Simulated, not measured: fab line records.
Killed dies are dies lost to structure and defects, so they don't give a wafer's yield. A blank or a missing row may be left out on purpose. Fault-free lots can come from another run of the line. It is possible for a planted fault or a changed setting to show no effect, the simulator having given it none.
fab line records | flow n5_finfet
record: lots: 4 wafers: 12 last_day: 17
route steps=1938 shown FIN_SAQP@114 FIN_CUT@154 BEOL_M4@1111 PASSIVATION@1936
lots with no fault: from the same line, run without faults
start_h: the number of hours between the record's first day and the start of the first shown wafer of the lot | wait_h: how many hours have passed since the lot's step before this one | " repeats the value in the row above | L1.1+2: a single row standing in for several wafers | - value missing, or start not given | * or withheld: withheld | < > ~ a bound
route shown NAME@n: a module of which the file shows steps, and the number in the route of the first | usual: mean and standard deviation over wafers with no fault | same: alike in all rows | chamber/n: place in a boat | sites: per-site readings | _std_site: their standard deviation | _edge_site: outer sites' mean less inner sites' | radius_mm: for every site, how far away it sits from the centre of the wafer | mask NAME#n: copy n | behind: the tool/chamber that last shaped the wafer | hold: why the lot was held/for how many hours/how that ended | device: the n, p or np transistor that did not switch | end of line: tests run on the same wafers once the route is complete | a step given without rows: its recipe and nothing more | killed: the dies lost at the first sort to structure and to defects; this is not the yield of the wafer | map: shows each die of a wafer: x if killed, . if not, _ if none is there
set.NAME: the run value of the setting; set.NAME@STEP: its run value at that earlier step | model.NAME: the simulator's own value behind a step, which no gauge read
certain route steps with their lots: each step a table, each wafer a row
services: from which hour (start_h, from the record's first day; less than 0 if before it) a tool's chamber was out of use, for how many hours, and why
== steps ==
step: N5_FIN_SAQP_DESCUM_21
recipe: chemistry: O2 time_s: 7.9 source_power_w: 50 bias_power_w: 20 pressure_mtorr: 20 rf_frequency_hz: 2.712e+07 temp_c: 40 resist: CAR-ArF o2_flow_sccm: 225
step: N5_FIN_SAQP_ETCH_51
recipe: chemistry: CF4 target: SiARC target_depth_a: 455 mask_material: CAR-ArF time_s: 75.8 ion_energy_ev: 80 pressure_mtorr: 40 source_w: 545 bias_w: 36 Ar_flow_sccm: 100 cf4_flow_sccm: 100 ends: cleared
step: N5_FIN_SAQP_ETCH_52
recipe: chemistry: N2/H2 target: SOC target_depth_a: 1000 overetch_a: 200 mask_material: SiARC temp_c: 40 time_s: 150 ion_energy_ev: 200 pressure_mtorr: 30 source_w: 840 bias_w: 150 n2_flow_sccm: 200 h2_flow_sccm: 200 ends: end_point
step: N5_FIN_SAQP_STRIP_53
recipe: chemistry: N2/H2 temp_c: 40 n2_flow_sccm: 200 h2_flow_sccm: 200 rf_frequency_hz: 6e+07
step: N5_FIN_SAQP_HM_OPEN_73
recipe: chemistry: CHF3/O2 target: SiO2 stop_on: a-Si target_depth_a: 120 over_etch_frac: 1.8 mask_material: SOC time_s: 16.8 pressure_mtorr: 30 source_w: 650 bias_w: 170 Ar_flow_sccm: 200 CHF3_flow_sccm: 50 O2_flow_sccm: 5 ion_energy_ev: 200 ends: end_point
step: N5_FIN_SAQP_STRIP_74
recipe: chemistry: CHF3/O2 resist: SiARC rf_frequency_hz: 6e+07
step: N5_FIN_SAQP_MANDREL_ETCH_22
recipe: target_depth_a: 600 chemistry: HBr/Cl2 target: a-Si stop_on: SiNx bt_time_s: 10 over_etch_frac: 0.5 time_s: 30 pressure_mtorr: 10 icp_w: 800 bias_w: 75 HBr_flow_sccm: 150 Cl2_flow_sccm: 80 ends: end_point
step: N5_FIN_SAQP_STRIP_55
recipe: chemistry: N2/H2 power_w: 500 temp_c: 40 pressure_mtorr: 50 rf_frequency_hz: 6e+07 overash_fraction: 0.3 bias_power_w: 28 h2_frac: 0.5 n2_flow_sccm: 300 h2_flow_sccm: 300
step: N5_FIN_SAQP_STRIP_23
recipe: chemistry: SPM time_s: 750 temp_c: 130 h2so4_h2o2_vol_ratio: 4
step: N5_FIN_SAQP_SRD_66
recipe: dry: ipa_marangoni time_s: 30 temp_c: 23 rinse_liquid: diw
step: N5_FIN_SAQP_RECESS_75
recipe: chemistry: HF/NH3 target: SiO2 target_depth_a: 144 afs_cycles: 3 temp_c: 30 sublimation_temp_c: 180 sublimation_time_s: 60
step: N5_FIN_SAQP_SPACER1_ALD_24
recipe: material: SiO2 target_thk_a: 203 temp_c: 300 ald_precursor_family: BDEAS ald_co_reactant: O2-plasma pulse_time_s: 1 purge_time_s: 2 co_reactant_purge_time_s: 2 ald_cycles: 218 pressure_torr: 2
usual: ald_cycles: 218/0 heater_power_w: 460/38 precursor_pulse_height_rel: 0.998/0.019
columns lot.wafer tool chamber start_h wait_h ald_cycles heater_power_w precursor_pulse_height_rel model.SiO2_of_FIN_SAQP_SPACER1_ALD_24.thk_nm
L171.1 ald_sin-01 2 90.32 1.6 218 402 0.997 20.4
L171.5 " 2 " " 218 399 0.962 20.4
L171.6 " 0 " " 218 420 0.996 20.2
L174.1 ald_sin-01 1 109.79 0.3 188 468 1.009 17.4
L174.2 " 3 " " 188 418 0.988 17.4
L174.4 " 0 " " 188 423 0.971 17.4
L175.2 ald_sin-01 1 113.41 0.3 188 471 0.996 17.4
L175.5 " 2 " " 218 403 0.986 20.4
L175.6 " 1 " " 218 470 1.013 20.2
L183.1 ald_sin-02 1 161.93 1.2 218 510 0.982 20.2
L183.2 " 2 " " 218 445 1.001 20.4
L183.5 " 3 " " 218 465 1.002 20.2
step: N5_FIN_SAQP_SPACER1_ETCHBACK_25
recipe: chemistry: CHF3/O2 mode: anisotropic_etchback target: SiO2 target_depth_a: 244 time_s: 12.2 pressure_mtorr: 30 source_w: 650 bias_w: 170 Ar_flow_sccm: 200 CHF3_flow_sccm: 50 O2_flow_sccm: 5 ion_energy_ev: 200
step: N5_FIN_SAQP_MANDREL1_REMOVE_56
recipe: chemistry: HBr/Cl2/O2 bt_time_s: 10 target: a-Si stop_on: SiNx endpoint: OES-SiCl over_etch_frac: 1 icp_w: 600 bias_w: 22 HBr_flow_sccm: 150 Cl2_flow_sccm: 80 O2_flow_sccm: 5 pressure_mtorr: 10
usual: drypump_motor_current_A: 5.5/0.41 mfc_cl2_sccm: 80.01/0.22 oes_product_au: 0.999/0.021 throttle_valve_pct: 36.60/0.27
columns lot.wafer tool chamber start_h wait_h drypump_motor_current_A mfc_cl2_sccm oes_product_au rf_hours_counter_h throttle_valve_pct model.FIN_SAQP.cd_nm
L171.1 rie_si-03 0 91.17 0.1 5.2 79.85 0.991 159 36.34 20.2
L171.5 " 3 " " 5.2 80.07 1.001 - 36.60 20.2
L171.6 " 2 " " 5.3 79.97 1.043 - 36.34 20.2
L174.1 rie_si-06 1 110.59 0.1 5.3 80.29 1.010 65 36.43 17.4
L174.2 " 2 " " 5.0 79.91 0.950 71 36.73 17.4
L174.4 " 3 " " 5.8 80.06 0.998 22 36.19 17.4
L175.2 rie_si-03 3 114.23 0.1 5.3 80.00 1.001 85 36.60 17.4
L175.5 " 1 " " 5.8 80.38 1.021 - 36.93 20.4
L175.6 " 0 " " 5.2 80.12 0.997 - 36.35 20.2
L183.1 rie_si-06 2 162.73 0.1 5.0 80.03 0.972 72 36.74 20.2
L183.2 " 3 " " 5.9 79.83 1.002 23 36.21 20.4
L183.5 " 3 " " 5.8 79.64 0.995 - 36.21 20
step: N5_FIN_SAQP_CD_MEAS_27
recipe: target_cd_nm: 20 landing_energy_ev: 1000 detector: se_inlens polarity: line
usual: cd_nm: 20.30/0.23
same: landing_energy_ev: 1000
columns lot.wafer tool chamber start_h wait_h cd_nm
L171.1 cd_sem-01 0 91.28 0.1 20.35
L171.5 " 0 " " 20.63
L171.6 " 0 " " 20.24
L174.1 cd_sem-02 0 110.70 0.1 17.42
L174.2 " 0 " " 17.56
L174.4 " 0 " " 17.30
L175.2 cd_sem-02 0 114.34 0.1 17.53
L175.5 " 0 " " 20.47
L175.6 " 0 " " 19.59
L183.1 cd_sem-01 0 162.84 0.1 20.19
L183.2 " 0 " " 20.41
L183.5 " 0 " " 20.07
step: N5_FIN_SAQP_ETCH_57
recipe: chemistry: CH3F/O2 target: SiNx mask_material: SiO2 target_depth_a: 325 time_s: 46.4 pressure_mtorr: 30 source_w: 395 bias_w: 73 Ar_flow_sccm: 150 CH3F_flow_sccm: 30 O2_flow_sccm: 20 ion_energy_ev: 120 ends: cleared
step: N5_FIN_SAQP_ETCH_65
recipe: chemistry: CF4 target: SiO2 target_depth_a: 40 ion_energy_ev: 350 time_s: 4.4 pressure_mtorr: 10 icp_w: 800 bias_w: 400 cf4_flow_sccm: 80
step: N5_FIN_SAQP_MANDREL_ETCH_58
recipe: chemistry: HBr/Cl2 target: a-Si target_depth_a: 450 bt_time_s: 10 stop_on: SiNx mask_material: SiO2 over_etch_frac: 0.8 time_s: 27 pressure_mtorr: 10 icp_w: 800 bias_w: 75 HBr_flow_sccm: 150 Cl2_flow_sccm: 80 ends: end_point
step: N5_FIN_SAQP_RECESS_63
recipe: chemistry: HF/NH3 target: SiO2 target_depth_a: 180 afs_cycles: 3 temp_c: 30 sublimation_temp_c: 180 sublimation_time_s: 60
step: N5_FIN_SAQP_COAT_68
recipe: resist: SOC temp_c: 250 time_s: 60 spin_rpm: 1500 resist_thk_nm: 100
step: N5_FIN_SAQP_ETCH_69
recipe: chemistry: N2/H2 target: SOC target_depth_a: 1500 stop_on: SiNx ion_energy_ev: 100 bias_w: 61 pressure_mtorr: 30 source_w: 850 n2_flow_sccm: 200 h2_flow_sccm: 200
step: N5_FIN_SAQP_ETCH_67
recipe: chemistry: CH3F/O2 target: SiNx target_depth_a: 300 mask_material: SOC pressure_mtorr: 30 source_w: 395 bias_w: 73 Ar_flow_sccm: 150 CH3F_flow_sccm: 30 O2_flow_sccm: 20 ion_energy_ev: 120
step: N5_FIN_SAQP_STRIP_70
recipe: chemistry: N2/H2 power_w: 500 temp_c: 40 pressure_mtorr: 50 rf_frequency_hz: 6e+07 overash_fraction: 0.3 bias_power_w: 28 h2_frac: 0.5 n2_flow_sccm: 300 h2_flow_sccm: 300
step: N5_FIN_SAQP_RECESS_71
recipe: chemistry: HF/NH3 target: SiO2 target_depth_a: 30 afs_cycles: 1 temp_c: 30 sublimation_temp_c: 180 sublimation_time_s: 60
step: N5_FIN_SAQP_SPACER2_ALD_28
recipe: material: SiO2 target_thk_a: 81 temp_c: 300 ald_precursor_family: BDEAS ald_co_reactant: O2-plasma pulse_time_s: 1 purge_time_s: 2 co_reactant_purge_time_s: 2 pressure_torr: 2
step: N5_FIN_SAQP_SPACER2_ETCHBACK_29
recipe: chemistry: CHF3/O2 mode: anisotropic_etchback target: SiO2 target_depth_a: 122 time_s: 6.1 pressure_mtorr: 30 source_w: 650 bias_w: 170 Ar_flow_sccm: 200 CHF3_flow_sccm: 50 O2_flow_sccm: 5 ion_energy_ev: 200
step: N5_FIN_SAQP_MANDREL2_REMOVE_60
recipe: chemistry: HBr/Cl2/O2 bt_time_s: 10 target: a-Si stop_on: SiNx endpoint: OES-SiCl over_etch_frac: 1 icp_w: 600 bias_w: 22 HBr_flow_sccm: 150 Cl2_flow_sccm: 80 O2_flow_sccm: 5 pressure_mtorr: 10
step: N5_FIN_SAQP_HM_OPEN_33
recipe: chemistry: CH3F/O2 target: SiNx mask_material: SiO2 target_depth_a: 494 time_s: 70.6 pressure_mtorr: 30 source_w: 395 bias_w: 73 Ar_flow_sccm: 150 CH3F_flow_sccm: 30 O2_flow_sccm: 20 ion_energy_ev: 120 ends: cleared
step: N5_FIN_SAQP_ETCH_34
recipe: chemistry: C4F6/O2 target: SiO2 target_depth_a: 450 time_s: 15 ion_energy_ev: 250 pressure_mtorr: 30 source_w: 345 bias_w: 185 Ar_flow_sccm: 300 C4F6_flow_sccm: 10 O2_flow_sccm: 10 ends: cleared
step: N5_FIN_SAQP_STRIP_77
recipe: chemistry: N2/H2 time_s: 90 power_w: 100 temp_c: 40 pressure_mtorr: 100 rf_frequency_hz: 6e+07 bias_power_w: 3 n2_flow_sccm: 300 h2_flow_sccm: 300
step: N5_FIN_SAQP_ETCH_64
recipe: chemistry: CF4 target: SiO2 target_depth_a: 15 ion_energy_ev: 350 pressure_mtorr: 10 icp_w: 800 bias_w: 400 cf4_flow_sccm: 80
step: N5_FIN_SAQP_FIN_ETCH_36
recipe: chemistry: HBr/Cl2/O2 target_depth_a: 1200 mask_material: SiNx time_s: 50.4 bias_w: 102 pressure_mtorr: 10 icp_w: 800 HBr_flow_sccm: 150 Cl2_flow_sccm: 80 O2_flow_sccm: 12
step: N5_FIN_SAQP_PRECLEAN_38
recipe: chemistry: O3/DIW time_s: 45 temp_c: 22 o3_ppm: 10
step: N5_FIN_SAQP_PRECLEAN_45
recipe: chemistry: dHF time_s: 10 dilution: 500:1 temp_c: 25
step: N5_FIN_SAQP_SRD_39
recipe: dry: ipa_marangoni time_s: 30 temp_c: 23 rinse_liquid: diw
step: N5_FIN_CUT_COAT_18
recipe: resist: SOC temp_c: 250 time_s: 60 spin_rpm: 1500 resist_thk_nm: 230
step: N5_BEOL_M4_RC_MEAS_101
usual: DIBL_N: 35.9/1.9 DIBL_P: 35.8/2.4 IOFF_N: 0.15/0.031 IOFF_P: 0.21/0.037 ION_N: 672/13 ION_P: 462/8.3 SS_N: 71.5/0.72 SS_P: 73.2/0.67 VT_N: 250/3.4 VT_P: -250/3.4
columns lot.wafer tool chamber start_h wait_h DIBL_N[mV/V] DIBL_P[mV/V] IOFF_N[nA/um] IOFF_P[nA/um] ION_N[uA/um] ION_P[uA/um] SS_N[mV/dec] SS_P[mV/dec] VT_N[mV] VT_P[mV]
L171.1 prober-02 0 244.44 0.0 39.9 39.8 0.24 0.30 703 480 72.9 74.2 241 -244
L171.5 " 0 " " 36.8 36.1 0.16 0.23 683 470 71.4 72.4 248 -246
L171.6 " 0 " " 36.5 35.6 0.15 0.21 665 461 71.7 73.2 247 -249
L175.2 prober-01 0 256.32 0.2 36.8 38.0 0.19 0.25 689 482 71.8 73.1 247 -244
L175.5 " 0 " " 37.3 39.0 0.20 0.25 692 471 71.9 74.5 244 -247
L175.6 " 0 " " 37.6 39.7 0.21 0.28 685 469 72.6 73.5 245 -243
L174.1 prober-01 0 261.27 0.0 34.7 34.6 0.13 0.17 683 461 71.6 72.8 251 -254
L174.2 " 0 " " 35.5 34.5 0.13 0.17 672 453 71.2 72.5 253 -254
L174.4 " 0 " " 35.3 35.2 0.12 0.18 668 458 71.0 73.2 254 -255
L183.1 prober-02 0 313.58 0.0 34.6 33.2 0.13 0.19 672 468 70.9 72.1 253 -247
L183.2 " 0 " " 33.2 31.9 0.11 0.18 656 461 71.2 71.9 255 -248
L183.5 " 0 " " 34.8 33.0 0.13 0.19 670 464 70.8 72.3 255 -250
step: N5_PASSIVATION_PROBE_49
usual: defect_limited_yield: 91.6/1.2 killed_at_M0_to_M3: 33/9.4 killed_at_M4_up: 13/5.2 killed_at_contacts: 13/5.6 killed_at_front_end: 37/9.5 killed_at_other: 4/3.1 killed_dies: 99/15 killed_on_rim: 13/3.6 killed_open: 65/11 killed_short: 32/7.5 sort_bin_5_function: 4.9/0.77 sort_bin_6_memory: 3.1/0.65 sort_n_pass: 1081/15 sort_yield_pct: 91.6/1.2
same: gross_dies: 1180 killed_at_back_side: 0 sort_bin_4_leakage[%]: 0 sort_bin_8_speed[%]: 0
columns lot.wafer tool chamber start_h wait_h defect_limited_yield[%] killed_at_M0_to_M3 killed_at_M4_up killed_at_contacts killed_at_front_end killed_at_other killed_dies killed_on_rim killed_open killed_short sort_bin_5_function[%] sort_bin_6_memory[%] sort_n_pass sort_yield_pct[%]
L171.1 prober-02 - 350.93 0.0 89.7 46 12 31 27 6 122 21 76 41 5.8 3.8 1058 89.7
L171.5 prober-02 - 351.13 0.2 92.3 17 12 22 40 0 91 14 67 19 4.5 2.8 1089 92.3
L171.6 prober-02 - 351.18 0.3 89.9 36 11 25 45 2 119 15 80 38 6.2 3.7 1061 89.9
L175.2 prober-01 - 360.15 0.1 89.6 38 9 8 64 4 123 33 71 23 6.9 3.2 1057 89.6
L175.5 prober-01 - 360.30 0.2 89.7 34 12 14 53 9 122 14 66 56 6.4 3.6 1058 89.7
L175.6 prober-01 - 360.35 0.3 91.0 38 8 11 40 9 106 15 70 36 4.7 3.8 1074 91.0
L174.1 prober-02 - 374.36 0.0 88.1 41 8 10 81 0 140 33 76 39 7.9 3.8 1040 88.1
L174.2 prober-02 - 374.41 0.1 88.3 29 15 16 77 1 138 38 69 30 8.0 3.4 1042 88.3
L174.4 prober-02 - 374.51 0.2 91.4 24 7 24 46 0 101 23 44 35 6.4 2.0 1079 91.4
killed by level:class
L171.1 MOL_CONTACT_COAG:geometric_particle:open=23 BEOL_M0_SAQP:geometric_particle:open=14 BEOL_M0_SAQP:geometric_particle:short=13 MOL_CONTACT_COAG:geometric_particle:short=8 BEOL_M0:geometric_particle:open=6 FIN_SAQP:geometric_particle:short=5 BEOL_M1:geometric_particle:open=5 HKMG_FIN:area_etch=5
L171.5 MOL_CONTACT_COAG:geometric_particle:open=17 FIN_SAQP:geometric_particle:open=11 DUMMY_GATE:geometric_particle:open=7 MOL_CONTACT_COAG:geometric_particle:short=5 BEOL_M0:geometric_particle:open=5 BEOL_M1:geometric_particle:open=5 FIN_SAQP:geometric_particle:short=4 BEOL_M5:geometric_particle:open=4
L171.6 MOL_CONTACT_COAG:geometric_particle:open=21 FIN_SAQP:geometric_particle:short=12 STI_FIN_REVEAL:geometric_particle:open=10 BEOL_M0_SAQP:geometric_particle:open=8 FIN_SAQP:geometric_particle:open=6 BEOL_M4:geometric_particle:open=6 BEOL_M1:geometric_particle:open=6 BEOL_M3:geometric_particle:open=6
L175.2 FIN_SAQP:area_ald=29 BEOL_M3:geometric_particle:open=10 MOL_CONTACT_COAG:geometric_particle:open=8 BEOL_M0:geometric_particle:open=8 FIN_SAQP:geometric_particle:open=7 FIN_SAQP:geometric_particle:short=6 BEOL_M2:geometric_particle:open=6 STI_FIN_REVEAL:geometric_particle:open=5
L175.5 FIN_SAQP:geometric_particle:short=24 MOL_CONTACT_COAG:geometric_particle:open=10 STI_FIN_REVEAL:geometric_particle:open=8 BEOL_M4:geometric_particle:open=7 FIN_SAQP:geometric_particle:open=5 BEOL_M0_SAQP:geometric_particle:open=5 BEOL_M0_SAQP:geometric_particle:short=5 BEOL_M2:geometric_particle:open=5
L175.6 BEOL_M3:geometric_particle:open=15 FIN_SAQP:geometric_particle:short=14 MOL_CONTACT_COAG:geometric_particle:open=7 STI_FIN_REVEAL:geometric_particle:open=5 BEOL_M0_SAQP:geometric_particle:open=5 BEOL_M2:geometric_particle:open=5 PASS1_CAP:geometric_particle:open=5 FIN_SAQP:geometric_particle:open=4
L174.1 FIN_SAQP:area_ald=25 FIN_SAQP:geometric_particle:short=16 BEOL_M3:geometric_particle:open=14 FIN_SAQP:geometric_particle:open=11 BEOL_M2:geometric_particle:open=9 MOL_CONTACT_COAG:geometric_particle:open=8 STI_FIN_REVEAL:geometric_particle:open=7 BEOL_M0_SAQP:geometric_particle:open=6
L174.2 FIN_SAQP:area_ald=38 MOL_CONTACT_COAG:geometric_particle:open=12 STI_FIN_REVEAL:geometric_particle:open=11 BEOL_M4:geometric_particle:open=10 BEOL_M3:geometric_particle:open=9 GATE_CUT:geometric_particle:short=6 BEOL_M0_SAQP:geometric_particle:open=6 FIN_SAQP:geometric_particle:open=4
L174.4 FIN_SAQP:area_ald=21 MOL_CONTACT_COAG:geometric_particle:open=16 BEOL_M0_SAQP:geometric_particle:short=9 MOL_CONTACT_COAG:geometric_particle:short=8 BEOL_M0_SAQP:geometric_particle:open=6 FIN_SAQP:geometric_particle:short=5 GATE_CUT:geometric_particle:short=5 BEOL_M3:geometric_particle:open=4
map L174.1 (x killed, . not)
_________________............________________
______________.................._____________
___________x.x.............x....xx.__________
__________........x....x......x...x._________
________..............x..............x_______
_______...............x..............x.______
______..........x..x....x.....x........._____
_____...xx.................x.....xx...x.x____
____..x...............x...........x.......___
___x................x.................x.x..__
___x.........x..xx..............x......x...__
__......xx..............x..................x_
__x.......x................x..............x._
_.......x..........x..x.x.x................x.
_........xx.................x....x...........
_.........x.x.......x..x.x......x....x....x..
_...x.......x.......x......x.........x.....x.
_.x....x.....x.............x.................
_..x......................x...x......x......x
_x.x.......xx................................
_.x..x.....................x........x......x.
__xx...x.xx..............x.x....x..x........_
__.x.x....x..............x..x.....x........._
___............x.........................x.__
___x..........................xxx..x....x..__
____x....x............x....x......x.......___
_____....................................____
______x..x.........xx.x.............x..._____
_______x......x.....x.................x______
________x...........................xx_______
__________.......xx...............x._________
___________.x...............x......__________
______________....xx.....x..x..x_____________
_________________x.x.........________________
map L175.2 (x killed, . not)
_________________...x...x....________________
______________......x..........._____________
___________...x.....x.x..x.........__________
__________x....x....x.x.x...x......._________
________x.xx..x..........x...........x_______
_______x.................x...x.......x.______
______..............................x..._____
_____.........................x.x........____
____..............................x.......___
___...........................x........x.x.__
___.........x.............x................__
__.xx..x...x.x...................x.........._
__..x.....x.........................x...x..._
_x...........x......xx...............x.......
_x....x...................x................x.
_x................x....x...................x.
_x...x...........x...........................
_..x..................................xx.....
_....x.x.....x.......x............x..........
_x.....................x....x..............xx
_......x....x...............x.x...x...x.....x
__...............................x.xx......x_
__x...........x..............x............x._
___.x...x........x...x.........x...........__
___..x.........x......x....x...............__
____xx.xx........x........................___
_____..................x.........x...x...____
______.................................._____
_______............................xx..______
________xx............................_______
__________............x...x..xx.x..x_________
___________x.....x................x__________
______________..x..x....x....x.._____________
_________________........xx.x________________
== services ==
columns tool chamber start_h hours kind
ald_sin-01 1 73.24 10.1 repair
ald_sin-02 - 85.25 14.0 pm
ald_sin-02 0 85.25 14.0 vent_cycle
ald_sin-02 1 85.25 14.0 vent_cycle
ald_sin-02 2 85.25 14.0 vent_cycle
ald_sin-02 3 85.25 14.0 vent_cycle
rie_si-03 - 98.94 0.1 repair
ald_sin-02 0 99.25 - clean
ald_sin-02 1 99.25 - clean
ald_sin-02 2 99.25 - clean
ald_sin-02 3 99.25 - clean
rie_si-03 1 120.34 4.1 repair
ald_sin-02 1 145.62 15.5 repair
rie_si-03 - 146.98 0.6 repair
ald_sin-01 3 161.83 3.1 repair
== key ==
first_sign: step: N5_FIN_SAQP_SPACER1_ALD_24 reading: ald_cycles direction: down sigmas: 99+ usual: * struck: *
effect: step: N5_FIN_SAQP_CD_MEAS_27 reading: cd_nm direction: down sigmas: 12 usual: 20.30 struck: 17.45
effect: step: N5_PASSIVATION_PROBE_49 reading: killed_at_front_end direction: up sigmas: 3.1 usual: 37 struck: 67
model_effect: step: N5_FIN_SAQP_SPACER1_ALD_24 value: SiO2_of_FIN_SAQP_SPACER1_ALD_24.thk_nm without: 20.2 struck: 17.4
model_effect: step: N5_FIN_SAQP_MANDREL1_REMOVE_56 value: FIN_SAQP.cd_nm without: 20.2 struck: 17.4
more_kills_born_at: N5_FIN_SAQP_SPACER1_ALD_24@ald_sin-01: 113
met_at N5_FIN_SAQP_SPACER1_ALD_24
struck_wafers L174.1,L174.2,L174.4,L175.2
onset_between 90.32 109.79
fault: kind: process_parameter_drift tool: ald_sin-01 chamber: - onset_h: 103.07 steps: N5_FIN_SAQP_SPACER1_ALD_24 channel: ald_cycles offset: * shape: step end_h: 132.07 scope: struck_wafers_only acts_in: * stated: *
